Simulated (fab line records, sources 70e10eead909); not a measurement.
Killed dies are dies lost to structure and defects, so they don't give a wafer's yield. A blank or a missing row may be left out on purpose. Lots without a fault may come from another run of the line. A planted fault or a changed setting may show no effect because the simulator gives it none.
Chamber matching | flow nand_harc | NHARC_P_M2_DEP_33 on pecvd-02: 3 sister chambers
The step deposits SiCN, target thk 30 nm. 3 wafers are shown with their chamber, then 8 later ones without.

WAFERS WITH THEIR CHAMBER
wafer  | chamber | heater_power_w (W)
L090.5 | 1       | 624
L090.6 | 2       | 547
L092.1 | 0       | 568

WAFERS WITHOUT THEIR CHAMBER
wafer  | heater_power_w (W)
L092.3 | 467
L092.5 | 475
L093.2 | 625
L093.3 | 591
L093.6 | 642
L094.2 | 521
L094.4 | 490
L094.5 | 585

WHICH CHAMBER EACH WENT THROUGH
wafer  | from the rows above          | in truth
L092.3 | can't be placed: 2 or 0 or 1 | 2
L092.5 | can't be placed: 2 or 0 or 1 | 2
L093.2 | can't be placed: 1 or 0 or 2 | 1
L093.3 | can't be placed: 0 or 1 or 2 | 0
L093.6 | can't be placed: 1 or 0 or 2 | 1
L094.2 | can't be placed: 2 or 0 or 1 | 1
L094.4 | can't be placed: 2 or 0 or 1 | 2
L094.5 | can't be placed: 0 or 2 or 1 | 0
Placed correctly: 0 of 8. Can't be placed from these rows: 8 (the true chamber is among the candidates in 8). Placed wrongly: 0.
How it was worked out, from the rows above alone: a wafer's distance from a chamber is the root of the sum, over the readings, of the square of ((its reading less the chamber's mean) divided by the reading's scatter). The wafer belongs to the nearest chamber; if the next one is less than 2 further off, it can't be placed. A chamber's mean is the mean of its shown wafers. The scatter: with one shown wafer a chamber, the root of the mean of the squares of how far each hidden wafer lies from its nearest shown one.
